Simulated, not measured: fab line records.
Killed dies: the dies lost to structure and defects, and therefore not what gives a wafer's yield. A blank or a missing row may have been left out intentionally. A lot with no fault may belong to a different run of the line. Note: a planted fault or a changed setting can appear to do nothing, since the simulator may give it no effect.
Matching of chambers | flow nand-harc | pecvd-02 running NHARC_A_ONON_D1_DEP_33: 3 sister chambers
The step deposits SiO2, target thk 200 nm. 16 wafers are shown with their chamber, then 8 later ones without.

WAFERS WITH THEIR CHAMBER
wafer  | chamber | showerhead-vpp-V (V) | throttle-valve-pct (%) | heater-power-w (W)
L082.4 | 1       | 1691                 | 16.0                   | 671
L082.5 | 2       | 1753                 | 16.4                   | 517
L082.6 | 0       | 1837                 | 15.7                   | 544
L083.2 | 0       | 1827                 | 15.4                   | 542
L083.5 | 1       | 1696                 | 16.1                   | 663
L083.6 | 0       | 1855                 | 15.6                   | 542
L087.1 | 2       | 1728                 | 16.4                   | 473
L087.5 | 2       | 1706                 | 16.5                   | 462
L087.6 | 1       | 1717                 | 16.2                   | 597
L086.1 | 2       | 1746                 | 16.2                   | 401
L086.2 | 1       | 1696                 | 16.2                   | 539
L086.5 | 2       | 1722                 | 16.3                   | 422
L088.1 | 0       | 1867                 | 15.5                   | 532
L088.3 | 2       | 1719                 | 16.2                   | 422
L088.6 | 2       | 1714                 | 16.4                   | 434
L092.2 | 0       | 1850                 | 15.7                   | 558

SIGNATURES, as means of the wafers listed above
reading            | chamber 0 | chamber 1 | chamber 2 | scatter within a chamber
showerhead-vpp-V   | 1847.20   | 1700.00   | 1726.86   | 15.5
throttle-valve-pct | 15.580    | 16.125    | 16.343    | 0.115
heater-power-w     | 543.60    | 617.50    | 447.29    | 40.4
Rule: a wafer's distance from a chamber is the root of the sum, over the readings, of the square of ((its reading less the chamber's mean) divided by the reading's scatter). If the next closest chamber is less than 2 further off than the closest, the wafer can't be placed; otherwise it belongs to the closest. How the scatter is found: for the shown wafers, subtract from each reading the mean of its chamber, square and add these, divide the total by (wafers less chambers), then take the root.

WAFERS WITH NO CHAMBER GIVEN
wafer  | showerhead-vpp-V (V) | throttle-valve-pct (%) | heater-power-w (W)
L092.4 | 1670                 | 16.0                   | 570
L092.6 | 1839                 | 15.7                   | 416
L094.2 | 1716                 | 16.2                   | 596
L094.5 | 1685                 | 16.2                   | 617
L094.6 | 1820                 | 15.2                   | 433
L097.3 | 1842                 | 15.6                   | 493
L097.4 | 1762                 | 16.9                   | 490
L097.6 | 1852                 | 15.4                   | 485

WHICH CHAMBER EACH ONE RAN IN
wafer  | from the rows above | in truth
L092.4 | 1                   | 1
L092.6 | 0                   | 0
L094.2 | 1                   | 1
L094.5 | 1                   | 1
L094.6 | 0                   | 0
L097.3 | 0                   | 0
L097.4 | 2                   | 2
L097.6 | 0                   | 0
Placed correctly: 8 of 8. Can't be placed from these rows: 0. Number placed wrongly: 0.
